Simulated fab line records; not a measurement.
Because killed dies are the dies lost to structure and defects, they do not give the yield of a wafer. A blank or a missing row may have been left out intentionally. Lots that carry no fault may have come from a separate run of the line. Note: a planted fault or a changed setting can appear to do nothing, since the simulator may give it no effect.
Chamber matching	flow n5-finfet	N5_ILD0_CMP_03 on cmp-03 has 4 sister chambers
The step polishes, stops on SiNx, t overpolish 1.9 s, target thk 197.38 nm. 14 wafers are shown with their chamber, then 7 later ones without.

== WAFERS, EACH WITH ITS CHAMBER ==
wafer	chamber	motor-current-A (A)	time-to-endpoint-s (s)	pad-life-wafers
L075.3	1	12.1	68	931
L075.4	0	11.3	74	930
L076.2	3	12.2	72	990
L076.3	2	11.2	69	993
L076.4	0	11.0	72	991
L078.1	0	11.2	80	1082
L078.2	1	12.3	76	1083
L078.4	3	12.3	73	1081
L080.1	1	12.5	69	1227
L080.2	2	11.8	74	1224
L082.1	1	12.8	71	1314
L082.4	0	11.7	77	1317
L083.3	1	12.5	70	1335
L084.3	1	12.8	71	1393

SIGNATURES, as means of the wafers listed above
reading	chamber 0	chamber 1	chamber 2	chamber 3	scatter within a chamber
motor-current-A	11.300	12.500	11.500	12.250	0.287
time-to-endpoint-s	75.75	70.83	71.50	72.50	2.98
pad-life-wafers	1080.00	1213.83	1108.50	1035.50	165
Rule: for each reading, subtract the chamber's mean from the wafer's reading, divide by that reading's scatter and square the result; add these up over the readings and take the root, which gives the wafer's distance from the chamber. The wafer belongs to the nearest chamber; if the next one is less than 2 further off, it can't be placed. The scatter: take each reading less its chamber's mean, square it, sum over the shown wafers, divide by the number of wafers less the number of chambers, and take the root.

== WAFERS WITHOUT THEIR CHAMBER ==
wafer	motor-current-A (A)	time-to-endpoint-s (s)	pad-life-wafers
L084.4	10.8	72	1394
L085.1	13.3	67	1453
L085.3	10.9	72	1454
L086.1	11.8	69	1542
L086.2	11.6	70	1545
L087.1	12.0	67	1651
L095.1	11.8	78	2010

== CHAMBER TAKEN BY EACH ==
wafer	from the rows above	in truth
L084.4	can't be placed: 0 or 2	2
L085.1	can't be placed: 1 or 3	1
L085.3	can't be placed: 0 or 2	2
L086.1	can't be placed: 2 or 1 or 3 or 0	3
L086.2	can't be placed: 2 or 0 or 1 or 3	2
L087.1	can't be placed: 1 or 2 or 3 or 0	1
L095.1	can't be placed: 1 or 0 or 2 or 3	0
0 of 7 placed correctly. Can't be placed from these rows: 7 (the true chamber is among the candidates in 7). Wrongly placed: 0.
